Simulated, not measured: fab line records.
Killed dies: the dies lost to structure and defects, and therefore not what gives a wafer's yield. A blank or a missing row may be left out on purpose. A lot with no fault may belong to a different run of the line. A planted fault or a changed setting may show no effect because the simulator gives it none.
What tool caused it? ; flow nand-harc ; Sampling: 11 lots, 33 wafers, 6 of 1302 route steps

WHAT THE GAUGES READ, wafer by wafer
NHARC_A_CHANNEL_HOLE_D2_INSPECT_40. Usual: 300 for raw-defect-count, sd 96.
lot;measured;on;raw-defect-count;flag
L495;day 14 10:40;defect-inspect-01;234 209 292;
L496;day 14 10:54;defect-inspect-02;237 298 221;
L497;day 14 18:25;defect-inspect-02;248 368 376;
L503;day 17 20:14;defect-inspect-01;1202 1205 1182;OFF
L505;day 18 10:19;defect-inspect-01;262 377 242;
L507;day 18 14:27;defect-inspect-02;1246 1162 1239;OFF
L511;day 20 14:29;defect-inspect-01;519 417 405;
L512;day 20 22:22;defect-inspect-02;469 398 423;
L514;day 22 02:41;defect-inspect-02;502 263 479;
L515;day 22 14:23;defect-inspect-02;290 427 403;
L517;day 22 23:31;defect-inspect-01;501 333 436;

NHARC_END_SORT_01. Usual: killed-at-array 64, standard deviation 18; killed-at-other 0.8, standard deviation 1.1; killed-at-periphery 3.8, standard deviation 2.7; killed-dies 68, standard deviation 18; killed-open 3.3, standard deviation 1.9; killed-short 2.3, standard deviation 1.8.
lot;measured;on;killed-at-array;killed-at-other;killed-at-periphery;killed-dies;killed-open;killed-short;flag
L495;day 25 10:18;prober-02;39 36 54;0 0 0;0 2 1;39 38 55;1 1 4;0 4 4;
L496;day 25 03:17;prober-01;79 73 70;0 0 0;5 1 4;84 74 74;7 2 1;2 1 2;
L497;day 25 16:27;prober-01;86 72 87;2 1 0;4 7 7;92 80 94;3 2 1;1 2 0;
L503;day 28 15:25;prober-01;179 149 135;0 0 1;6 4 6;185 153 142;4 2 7;3 2 0;OFF
L505;day 29 14:11;prober-02;48 58 48;1 1 0;3 6 3;52 65 51;4 5 3;6 2 3;
L507;day 29 21:59;prober-01;155 136 149;0 0 0;2 3 2;157 139 151;2 1 2;7 2 2;OFF
L511;day 31 15:59;prober-02;77 64 66;0 0 0;2 3 0;79 67 66;3 3 2;2 2 0;
L512;day 32 09:04;prober-01;67 76 62;1 2 0;1 3 3;69 81 65;6 4 3;2 6 0;
L514;day 33 03:31;prober-02;65 48 49;2 2 2;3 4 5;70 54 56;2 5 5;3 1 0;
L515;day 33 18:46;prober-02;63 85 77;0 0 1;1 0 7;64 85 85;1 1 5;3 3 1;
L517;day 34 15:48;prober-01;99 81 79;1 0 0;5 1 3;105 82 82;6 5 4;2 1 2;

WHAT TOOL EACH LOT RAN ON (gives the tool, then ch and the chambers of the sampled wafers, and finally the start)
lot;NHARC_A_CHANNEL_HOLE_D2_ETCH_16;NHARC_A_CHANNEL_HOLE_D2_ETCH_23;NHARC_A_CHANNEL_FILL_D2_ALD_14;NHARC_A_CHANNEL_FILL_D2_ALD_15
L495;rie-diel-01 ch 0,3, day 14 04:22;har-etch-02 ch 0,1, day 14 06:44;ald-hk-02 ch 0,1,2, day 14 19:10;ald-sin-batch-02 ch 0, day 25 10:18 or earlier
L496;rie-diel-13 ch 0,1, day 14 04:31;har-etch-01 ch 0,1, day 14 06:52;ald-hk-01 ch 1,2,3, day 14 19:04;ald-sin-batch-02 ch 0, day 25 03:17 or earlier
L497;rie-diel-01 ch 0,1,3, day 14 12:07;har-etch-02 ch 0,1, day 14 14:10;ald-hk-02 ch 1,2,3, day 15 01:35;ald-sin-batch-03 ch 0, day 25 16:27 or earlier
L503;rie-diel-06 ch 0,1,2, day 17 04:55;har-etch-02 ch 0,1, day 17 15:59;ald-hk-01 ch 1,2,3, day 18 03:30;ald-sin-batch-01 ch 0, day 28 15:25 or earlier
L505;rie-diel-01 ch 0,1,2, day 18 03:53;har-etch-02 ch 0,1, day 18 05:59;ald-hk-02 ch 0,2,3, day 18 17:58;ald-sin-batch-02 ch 0, day 29 14:11 or earlier
L507;rie-diel-06 ch 1,3, day 18 04:52;har-etch-02 ch 0, day 18 10:11;ald-hk-02 ch 0,3, day 18 22:04;ald-sin-batch-01 ch 0, day 29 21:59 or earlier
L511;rie-diel-06 ch 0,1,2, day 20 06:31;har-etch-01 ch 0,1, day 20 10:04;ald-hk-02 ch 0,1,3, day 20 21:37;ald-sin-batch-02 ch 0, day 31 15:59 or earlier
L512;rie-diel-06 ch 0,2,3, day 20 13:46;har-etch-01 ch 0,1, day 20 18:11;ald-hk-03 ch 0,1,2, day 21 05:59;ald-sin-batch-03 ch 0, day 32 09:04 or earlier
L514;rie-diel-06 ch 0,1,2, day 21 20:24;har-etch-02 ch 0,1, day 21 22:32;ald-hk-02 ch 0,1,2, day 22 09:59;ald-sin-batch-03 ch 0, day 33 03:31 or earlier
L515;rie-diel-06 ch 0,1,3, day 22 08:06;har-etch-01 ch 0,1, day 22 10:08;ald-hk-03 ch 2,3, day 22 21:38;ald-sin-batch-02 ch 0, day 33 18:46 or earlier
L517;rie-diel-01 ch 0,2,3, day 22 16:58;har-etch-01 ch 0,1, day 22 19:03;ald-hk-01 ch 0,2,3, day 23 06:43;ald-sin-batch-01 ch 0, day 34 15:48 or earlier
- NHARC_A_CHANNEL_HOLE_D2_ETCH_16: etches the open film in O2/COS, target depth 3100 nm, time 806 s.
- NHARC_A_CHANNEL_HOLE_D2_ETCH_23: etches the open film in C4F8/O2/Ar, time 819 s, target depth 1600 nm.
- NHARC_A_CHANNEL_FILL_D2_ALD_14: deposits SiO2, target thk 2.5 nm, pulse time 10 s, ald cycles 25.
- NHARC_A_CHANNEL_FILL_D2_ALD_15: deposits SiNx, target thk 2 nm, pulse time 60 s, ald cycles 19.

AS READ BY THE TOOLS THEMSELVES (means over the sampled wafers that have a number; for cases with no such wafer, the mark the record gives instead)
NHARC_A_CHANNEL_HOLE_D2_ETCH_16. Usual: drypump-motor-current-A 5.8 A, standard deviation 0.37; oes-product-au 1.001 a.u., standard deviation 0.011; rf-vpp-V 312.9 V, standard deviation 1.3; showerhead-plenum-p-Torr 3.02 Torr, standard deviation 0.074; throttle-valve-pct 28.330 %, standard deviation 0.0096.
lot;tool;drypump-motor-current-A (A);oes-product-au (a.u.);rf-vpp-V (V);showerhead-plenum-p-Torr (Torr);throttle-valve-pct (%);flag
L495;rie-diel-01;6.1;1.008;314.2;3.15;28.334;
L496;rie-diel-13;5.3;0.996;311.6;2.97;28.331;
L497;rie-diel-01;5.8;1.011;314.6;3.14;28.326;
L503;rie-diel-06;5.9;0.997;312.2;3.01;28.332;
L505;rie-diel-01;5.8;0.997;313.3;3.07;28.321;
L507;rie-diel-06;5.7;1.001;311.7;3.02;28.330;
L511;rie-diel-06;5.9;1.005;312.9;3.01;28.341;
L512;rie-diel-06;6.1;0.993;312.8;2.97;28.326;
L514;rie-diel-06;5.9;0.988;313.2;3.01;28.332;
L515;rie-diel-06;5.8;0.986;313.4;3.01;28.331;
L517;rie-diel-01;6.0;1.005;313.6;3.06;28.324;

NHARC_A_CHANNEL_HOLE_D2_ETCH_23. Usual: drypump-motor-current-A 5.70 A, standard deviation 0.22; showerhead-plenum-p-Torr 3.64 Torr, standard deviation 0.091; throttle-valve-pct 32.154 %, standard deviation 0.009.
lot;tool;drypump-motor-current-A (A);showerhead-plenum-p-Torr (Torr);throttle-valve-pct (%);flag
L495;har-etch-02;5.50;3.73;32.147;
L496;har-etch-01;5.77;3.63;32.151;
L497;har-etch-02;5.50;3.73;32.157;
L503;har-etch-02;5.65;3.70;32.144;
L505;har-etch-02;5.63;3.70;32.157;
L507;har-etch-02;5.36;3.71;32.154;
L511;har-etch-01;5.87;3.53;32.160;
L512;har-etch-01;5.85;3.53;32.156;
L514;har-etch-02;5.63;3.67;32.141;
L515;har-etch-01;5.79;3.57;32.152;
L517;har-etch-01;5.77;3.57;32.164;

NHARC_A_CHANNEL_FILL_D2_ALD_14. Usual: heater-power-w 476 W, standard deviation 42; precursor-pulse-height-rel 0.997, standard deviation 0.019.
lot;tool;heater-power-w (W);precursor-pulse-height-rel;flag
L495;ald-hk-02;458;0.994;
L496;ald-hk-01;470;1.007;
L497;ald-hk-02;498;0.997;
L503;ald-hk-01;478;1.006;
L505;ald-hk-02;482;0.990;
L507;ald-hk-02;451;0.993;
L511;ald-hk-02;467;0.994;
L512;ald-hk-03;477;0.996;
L514;ald-hk-02;460;0.990;
L515;ald-hk-03;485;1.008;
L517;ald-hk-01;497;1.002;

NHARC_A_CHANNEL_FILL_D2_ALD_15. Usual: chamber-pressure-Torr 2.000 Torr, standard deviation 0.004; precursor-pulse-height-rel 1.002, standard deviation 0.019.
lot;tool;chamber-pressure-Torr (Torr);precursor-pulse-height-rel;flag
L495;ald-sin-batch-02;2.000;1.011;
L496;ald-sin-batch-02;2.001;0.974;
L497;ald-sin-batch-03;2.002;0.998;
L503;ald-sin-batch-01;1.996;1.013;
L505;ald-sin-batch-02;2.000;1.004;
L507;ald-sin-batch-01;2.002;1.015;
L511;ald-sin-batch-02;2.003;1.001;
L512;ald-sin-batch-03;2.001;0.999;
L514;ald-sin-batch-03;2.001;0.981;
L515;ald-sin-batch-02;2.000;1.004;
L517;ald-sin-batch-01;1.999;0.988;

THE ANSWER, worked out from the rows above alone
Rule: a lot is off if the mean of its wafers that have a number lies more than 3 standard deviations from the usual mean. A lot without any number at a reading at which 4 lots or more have one is off too. The other lots that the step has rows for count as sound. After the gauges, taken in route order, come the tools' own readings; for these a lot's mean is taken, as printed above. The first step at which some lot is off is used, and at that step the reading that is off furthest; a lot without a number counts as furthest.
Off: L503, L507, at NHARC_A_CHANNEL_HOLE_D2_INSPECT_40 (raw-defect-count).
If a tool, at a process step before that reading, ran all the lots that are off and no sound lot after the first of them, it fits. The gauges at NHARC_A_CHANNEL_HOLE_D2_INSPECT_40 aren't tried: what is off there is off at NHARC_END_SORT_01 too, on other tools, and a gauge's error can't cause that. Not one of the candidates tried fits.

WHAT WAS PUT IN BY THE SIMULATOR
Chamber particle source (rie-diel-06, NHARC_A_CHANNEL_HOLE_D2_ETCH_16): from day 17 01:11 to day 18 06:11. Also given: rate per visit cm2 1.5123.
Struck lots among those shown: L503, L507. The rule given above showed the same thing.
